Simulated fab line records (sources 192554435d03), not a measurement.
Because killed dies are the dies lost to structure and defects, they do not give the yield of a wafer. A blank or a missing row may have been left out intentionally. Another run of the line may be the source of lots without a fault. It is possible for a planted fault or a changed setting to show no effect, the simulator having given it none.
Split-lot experiment :: flow n5-finfet :: 7 lots, 39 wafers read, on a route of 1938 steps

SPLIT DETAILS
At N5_MOL_CONTACT_COAG_VIA_ETCH_117 (etches SiO2 in C4F6/O2, target depth 40 nm, overetch 8 nm, time 26 s), the setting bias-w was moved away from the recipe's 455 W on 18 of the 39 wafers read, by -17.4% to +17.4%. All remaining wafers had this setting at the recipe value.

The split's own step is where the reading is taken.

THE READING
rf-vpp-V, in V, at N5_MOL_CONTACT_COAG_VIA_ETCH_117 (etches SiO2 in C4F6/O2, target depth 40 nm, overetch 8 nm, time 26 s). A value of 1585 V with a standard deviation of 26 V is what fault-free wafers of this fab line usually give.

wafer: L076.1
tool, chamber at the split: rie-diel-04, 3
bias-w as run, W: 455
against the recipe: recipe
rf-vpp-V, V: 1593
against lot-mates on the recipe: -

wafer: L076.2
tool, chamber at the split: rie-diel-04, 2
bias-w as run, W: 455
against the recipe: recipe
rf-vpp-V, V: 1580
against lot-mates on the recipe: -

wafer: L076.3
tool, chamber at the split: rie-diel-04, 1
bias-w as run, W: 496.4
against the recipe: +9.1%
rf-vpp-V, V: 1669
against lot-mates on the recipe: +85

wafer: L076.4
tool, chamber at the split: rie-diel-04, 0
bias-w as run, W: 496.4
against the recipe: +9.1%
rf-vpp-V, V: 1669
against lot-mates on the recipe: +85

wafer: L076.5
tool, chamber at the split: rie-diel-04, 1
bias-w as run, W: 496.4
against the recipe: +9.1%
rf-vpp-V, V: 1669
against lot-mates on the recipe: +85

wafer: L076.6
tool, chamber at the split: rie-diel-04, 2
bias-w as run, W: 455
against the recipe: recipe
rf-vpp-V, V: 1580
against lot-mates on the recipe: -

wafer: L077.1
tool, chamber at the split: rie-diel-02, 3
bias-w as run, W: 455
against the recipe: recipe
rf-vpp-V, V: 1626
against lot-mates on the recipe: -

wafer: L077.2
tool, chamber at the split: rie-diel-02, 1
bias-w as run, W: 455
against the recipe: recipe
rf-vpp-V, V: 1568
against lot-mates on the recipe: -

wafer: L077.3
tool, chamber at the split: rie-diel-02, 2
bias-w as run, W: 485.9
against the recipe: +6.8%
rf-vpp-V, V: 1632
against lot-mates on the recipe: +45

wafer: L077.4
tool, chamber at the split: rie-diel-02, 0
bias-w as run, W: 485.9
against the recipe: +6.8%
rf-vpp-V, V: 1654
against lot-mates on the recipe: +67

wafer: L077.5
tool, chamber at the split: rie-diel-02, 2
bias-w as run, W: 485.9
against the recipe: +6.8%
rf-vpp-V, V: 1633
against lot-mates on the recipe: +46

wafer: L077.6
tool, chamber at the split: rie-diel-02, 1
bias-w as run, W: 455
against the recipe: recipe
rf-vpp-V, V: 1568
against lot-mates on the recipe: -

wafer: L078.1
tool, chamber at the split: rie-diel-02, 1
bias-w as run, W: 375.9
against the recipe: -17.4%
rf-vpp-V, V: 1358
against lot-mates on the recipe: -227

wafer: L078.2
tool, chamber at the split: rie-diel-02, 0
bias-w as run, W: 455
against the recipe: recipe
rf-vpp-V, V: 1575
against lot-mates on the recipe: -

wafer: L078.3
tool, chamber at the split: rie-diel-02, 2
bias-w as run, W: 375.9
against the recipe: -17.4%
rf-vpp-V, V: 1346
against lot-mates on the recipe: -239

wafer: L078.4
tool, chamber at the split: rie-diel-02, 3
bias-w as run, W: 455
against the recipe: recipe
rf-vpp-V, V: 1625
against lot-mates on the recipe: -

wafer: L078.5
tool, chamber at the split: rie-diel-02, 3
bias-w as run, W: 375.9
against the recipe: -17.4%
rf-vpp-V, V: 1409
against lot-mates on the recipe: -176

wafer: L078.6
tool, chamber at the split: rie-diel-02, 2
bias-w as run, W: 455
against the recipe: recipe
rf-vpp-V, V: 1555
against lot-mates on the recipe: -

wafer: L080.1
tool, chamber at the split: rie-diel-02, 1
bias-w as run, W: 455
against the recipe: recipe
rf-vpp-V, V: 1566
against lot-mates on the recipe: -

wafer: L080.2
tool, chamber at the split: rie-diel-02, 0
bias-w as run, W: 534.2
against the recipe: +17.4%
rf-vpp-V, V: 1774
against lot-mates on the recipe: +193

wafer: L080.3
tool, chamber at the split: rie-diel-02, 2
bias-w as run, W: 455
against the recipe: recipe
rf-vpp-V, V: 1553
against lot-mates on the recipe: -

wafer: L080.4
tool, chamber at the split: rie-diel-02, 3
bias-w as run, W: 455
against the recipe: recipe
rf-vpp-V, V: 1623
against lot-mates on the recipe: -

wafer: L080.5
tool, chamber at the split: rie-diel-02, 2
bias-w as run, W: 534.2
against the recipe: +17.4%
rf-vpp-V, V: 1750
against lot-mates on the recipe: +169

wafer: L080.6
tool, chamber at the split: rie-diel-02, 1
bias-w as run, W: 534.2
against the recipe: +17.4%
rf-vpp-V, V: 1768
against lot-mates on the recipe: +187

wafer: L083.1
tool, chamber at the split: rie-diel-04, 2
bias-w as run, W: 455
against the recipe: recipe
rf-vpp-V, V: 1580
against lot-mates on the recipe: -

wafer: L083.2
tool, chamber at the split: rie-diel-04, 3
bias-w as run, W: 455
against the recipe: recipe
rf-vpp-V, V: 1593
against lot-mates on the recipe: -

wafer: L083.3
tool, chamber at the split: rie-diel-04, 1
bias-w as run, W: 521.6
against the recipe: +14.6%
rf-vpp-V, V: 1732
against lot-mates on the recipe: +154

wafer: L083.4
tool, chamber at the split: rie-diel-04, 0
bias-w as run, W: 455
against the recipe: recipe
rf-vpp-V, V: 1562
against lot-mates on the recipe: -

wafer: L083.5
tool, chamber at the split: rie-diel-04, 3
bias-w as run, W: 521.6
against the recipe: +14.6%
rf-vpp-V, V: 1764
against lot-mates on the recipe: +186

wafer: L083.6
tool, chamber at the split: rie-diel-04, 0
bias-w as run, W: 521.6
against the recipe: +14.6%
rf-vpp-V, V: 1729
against lot-mates on the recipe: +151

wafer: L090.1
tool, chamber at the split: rie-diel-02, 3
bias-w as run, W: 455
against the recipe: recipe
rf-vpp-V, V: 1626
against lot-mates on the recipe: -

wafer: L090.5
tool, chamber at the split: rie-diel-02, 2
bias-w as run, W: 455
against the recipe: recipe
rf-vpp-V, V: 1554
against lot-mates on the recipe: -

wafer: L090.6
tool, chamber at the split: rie-diel-02, 3
bias-w as run, W: 455
against the recipe: recipe
rf-vpp-V, V: 1624
against lot-mates on the recipe: -

wafer: L092.1
tool, chamber at the split: rie-diel-04, 2
bias-w as run, W: 455
against the recipe: recipe
rf-vpp-V, V: 1579
against lot-mates on the recipe: -

wafer: L092.2
tool, chamber at the split: rie-diel-04, 3
bias-w as run, W: 455
against the recipe: recipe
rf-vpp-V, V: 1594
against lot-mates on the recipe: -

wafer: L092.3
tool, chamber at the split: rie-diel-04, 0
bias-w as run, W: 504.4
against the recipe: +10.9%
rf-vpp-V, V: 1686
against lot-mates on the recipe: +107

wafer: L092.4
tool, chamber at the split: rie-diel-04, 1
bias-w as run, W: 504.4
against the recipe: +10.9%
rf-vpp-V, V: 1688
against lot-mates on the recipe: +109

wafer: L092.5
tool, chamber at the split: rie-diel-04, 1
bias-w as run, W: 504.4
against the recipe: +10.9%
rf-vpp-V, V: 1688
against lot-mates on the recipe: +109

wafer: L092.6
tool, chamber at the split: rie-diel-04, 0
bias-w as run, W: 455
against the recipe: recipe
rf-vpp-V, V: 1563
against lot-mates on the recipe: -

THE FIT
A straight line over all 39 wafers: rf-vpp-V changes by +10.9 V for each +1% of bias-w; r = +0.97; the points scatter about the line by 23 V.
The same after taking each lot's own level away (the mean of its wafers on the recipe; 39 wafers): +11.1 V for each +1%; r = +0.97; scatter 22 V.
The reading moves by 1.9e+02 V for the largest change in bias-w, on that fit.
The lots' own levels span 1578.3 to 1601.3 V, that is 0.9 times the standard deviation above.
So the lot-to-lot level changes the slope little: the two slopes agree.
Check: for one of the wafers moved furthest among these (+17.4%), held out of the fit, the line's prediction against its lot-mates is +187 V. It came out at +193 V against them.
Tool readings at the split's step, against how far the setting was moved: rf-vpp-V r = +0.97.

THESE WAFERS: OTHER SPLITS
Before the reading, these wafers also passed through other splits. Each is held against what the fit with the lots' levels taken away leaves over:
other split on the same wafers: N5_DUMMY_GATE_ETCH_32 time-s
wafers away from the commonest value: 18
r with rf-vpp-V (lot level and that fit taken away): +0.16

other split on the same wafers: N5_SD_EPI_N_EPI_21 epi-growth-time-s
wafers away from the commonest value: 15
r with rf-vpp-V (lot level and that fit taken away): +0.06

THE FILE'S OWN FIT
rf-vpp-V changes by +10.9 V for each +1% of bias-w, r = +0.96.
